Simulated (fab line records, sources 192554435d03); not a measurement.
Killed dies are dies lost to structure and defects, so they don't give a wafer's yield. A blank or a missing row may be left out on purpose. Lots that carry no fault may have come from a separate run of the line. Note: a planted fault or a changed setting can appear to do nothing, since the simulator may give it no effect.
Struck lot and sound lot, side by side :: flow n5_finfet :: 16 out of 1938 route steps
Sound: these wafers, L421.1, L421.5, L421.6. Wafers struck: L434.4, L434.5, L434.6. The cause is named last.
At each step with rows: each side's tool, then ch and its chambers, then its first start. Under that, the readings that differ: sound wafers :: struck wafers :: difference of the means :: sigmas: that difference in standard deviations of wafers without a fault.
alike: same words and numbers on both sides, and readings whose means sit less than 2 such deviations apart. not compared: any withheld reading, any reading some wafer has no value for, any bound like >300 that may hide the same value, and any number with overlapping values for which the record gives no deviation.
A row with sigmas, a row that says differs or no value, or rows on one side alone: a step with any of these is where the two part. Numbers that have no deviation but don't overlap get no sigmas and don't part them. Lack of a reading on every wafer of one side parts them only where that side has two or more wafers.

first, 1 step without rows for these wafers: N5_BEOL_M2_SPUTTER_81 (material Cu, target thk 4.5 nm, time 8.29 s).
N5_BEOL_M2_ANNEAL_82: time 240 s.
  sound on pvd_sputter-01 at day 6 15:56; struck on pvd_sputter-01 at day 10 17:38
  alike: heater_power_w
then, 6 steps without rows for these wafers: N5_BEOL_M2_SPUTTER_86 (material Cu, target thk 4.5 nm, time 8.29 s); N5_BEOL_M2_ANNEAL_87 (time 240 s); N5_BEOL_M2_SPUTTER_88 (material Cu, target thk 4.5 nm, time 8.29 s); N5_BEOL_M2_ANNEAL_89 (time 240 s); N5_BEOL_M2_SPUTTER_90 (material Cu, target thk 4.5 nm, time 8.29 s); N5_BEOL_M2_ANNEAL_91 (time 240 s).
N5_BEOL_M2_SPUTTER_92: material Cu, target thk 4.5 nm, time 8.29 s.
  sound on pvd_sputter-01 at day 6 16:44; struck on pvd_sputter-01 at day 10 18:26
  alike: chamber_pressure_pa, chuck_gas_flow_sccm, throttle_valve_pct
N5_BEOL_M2_ANNEAL_93: time 240 s.
  sound on pvd_sputter-01 at day 6 16:49; struck on pvd_sputter-01 at day 10 18:31
  alike: heater_power_w
N5_BEOL_M2_SPUTTER_94: material Cu, target thk 4.5 nm, time 8.29 s.
  sound on pvd_sputter-01 at day 6 16:57; struck on pvd_sputter-01 at day 10 18:39
  alike: chamber_pressure_pa, chuck_gas_flow_sccm, throttle_valve_pct
N5_BEOL_M2_ANNEAL_95: time 240 s.
  sound on pvd_sputter-01 at day 6 17:02; struck on pvd_sputter-01 at day 10 18:44
  alike: heater_power_w
N5_BEOL_M2_SPUTTER_96: material Cu, target thk 4.5 nm, time 8.29 s.
  sound on pvd_sputter-01 at day 6 17:10; struck on pvd_sputter-01 at day 10 18:52
  no value came back on the struck wafers for chamber_pressure_pa (Pa), chuck_gas_flow_sccm (sccm), throttle_valve_pct (%), time_s (s); on the sound wafers chamber_pressure_pa (Pa) reads 0.06989 0.06989 0.07003
then, 1 step without rows for these wafers: N5_BEOL_M2_ECD_50 (material Cu, target thk 300 nm).
N5_BEOL_M4_RC_MEAS_101:
  sound on prober-01 ch 0, day 7 18:50; struck on prober-01 ch 0, day 11 21:01
  alike: DIBL_N, DIBL_P, IOFF_N, IOFF_P, ION_N, ION_P, SS_N, SS_P, VT_N, VT_P
-- a jump in the record: the struck wafers' starts before and after are 4 days apart (it breaks off in module BEOL_M4 and resumes in module PASSIVATION, where the first step shown is number 1936 of the route) --
N5_PASSIVATION_PROBE_49:
  the record has rows for the struck wafers here (prober-01, day 16 02:14) and none for the sound ones

WHERE THEY PART
Last at N5_PASSIVATION_PROBE_49 as far as this record goes, first at N5_BEOL_M2_SPUTTER_96.

WHY: what had been put in by the simulator
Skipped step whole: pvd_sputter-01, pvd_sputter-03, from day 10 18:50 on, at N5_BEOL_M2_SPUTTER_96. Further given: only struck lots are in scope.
